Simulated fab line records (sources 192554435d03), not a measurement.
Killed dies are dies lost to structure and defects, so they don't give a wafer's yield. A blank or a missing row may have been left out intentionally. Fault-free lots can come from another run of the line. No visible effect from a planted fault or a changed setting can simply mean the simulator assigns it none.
Problem report in the 8D (eight disciplines) form, filled by code | flow n5Finfet | the parts of the form that need people (team, actions taken, sign-off) are left out

== 1. THE ISSUE ==
Wafers without a fault read 179, standard deviation 37; rawDefectCount at N5_SD_EPI_P_INSPECT_26 reads a mean of 1024 on 2 wafers belonging to 2 lots. That is +23 standard deviations from the usual mean.
The step: inspects for defects (darkfield).
Earliest sighting: wafer L812.1 on defectInspect-02 at day 6 11:56. Wafers with a number at this step in the record: 12, from 4 lots. Rule for "out", or "out of limits": more than 4 standard deviations from the usual mean. The rest of the wafers with a number are treated as sound.

== 2. WHAT THIS IS AND IS NOT ==
question                    | is                                 | is not
which readings at this step | rawDefectCount                     | -
which lots                  | L812, L814                         | L811, L822
which wafers of those lots  | L812.1, L814.1                     | L812.2, L812.4, L814.3, L814.5
read on which gauges        | defectInspect-01, defectInspect-02 | -
when                        | from day 6 11:56                   | up to then (5 sound wafers); but 5 sound wafers of L814, L822 came after

== 3. THE SUSPECTS, EACH WITH WHAT RULES IT OUT ==
Counting: if a tool at a process step up to the reading ran every lot that is out, it stays a suspect. Sound lots after the first of them don't rule it out here, since some wafers of a struck lot are sound.
- the gauge at N5_SD_EPI_P_INSPECT_26: ruled out. The wafers that are out were read on 2 gauges (defectInspect-01, defectInspect-02).
- wetBench-04 at N5_SD_EPI_P_WET_ETCH_45 (etches SiO2 in dHF, time 10.7 s, target depth 2 nm, rinse time 30 s): kept. Every lot that is out went through it, the first being L812 (day 6 08:09); the last sound lot it ran before that was L811 (day 5 20:32).
Left after counting: wetBench-04 at N5_SD_EPI_P_WET_ETCH_45.

== 4. THE CAUSE (what the simulator had put in) ==
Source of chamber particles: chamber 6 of wetBench-04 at N5_SD_EPI_P_WET_ETCH_45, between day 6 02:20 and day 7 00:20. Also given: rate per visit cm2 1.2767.
This tool alone remained once counting was done.

== 5. THE EFFECT CHAIN, in route order ==
Rows list readings where the struck wafers' mean (over those with a number) sits beyond 3 standard deviations from the usual. Only readings whose record carries a usual standard deviation are examined. hours: median over the lots of the time between each lot's start at the first step of this table that gives one and its start at this step. sigmas: the change, counted in usual standard deviations.
hours | step                    | reading             | usual  | on struck wafers | change | sigmas
0     | N5_SD_EPI_P_INSPECT_26  | rawDefectCount      | 179    | 1024             | +845   | +23
227   | N5_PASSIVATION_PROBE_49 | defectLimitedYield  | 90.5 % | 84.0             | -6.5   | -3.8
227   | N5_PASSIVATION_PROBE_49 | killedAtFrontEnd    | 45     | 144              | +99    | +7.1
227   | N5_PASSIVATION_PROBE_49 | killedDies          | 112    | 188              | +76    | +3.6
227   | N5_PASSIVATION_PROBE_49 | sort_bin_5_function | 5.6 %  | 9.7              | +4.1   | +3.4
227   | N5_PASSIVATION_PROBE_49 | sortNPass           | 1068   | 992              | -76    | -3.6
227   | N5_PASSIVATION_PROBE_49 | sortYieldPct        | 90.5 % | 84.0             | -6.5   | -3.6
Here are the process steps it includes:
- N5_PASSIVATION_PROBE_49
Later measuring or inspecting steps at which every struck wafer that the step has a row for has a number for every such reading, and none has moved that far: N5_BEOL_M4_RC_MEAS_101.

== 6. HOW IT WOULD HAVE BEEN CAUGHT EARLIER ==
10 hours passed between the start of the fault at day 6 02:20 and the first reading out of limits at a measuring or inspecting step in this record, taken at day 6 11:56.
Of the lots that are out (2), L814 began N5_SD_EPI_P_WET_ETCH_45 on wetBench-04 after day 6 11:56. A tool hold placed at that time would have kept it from harm.
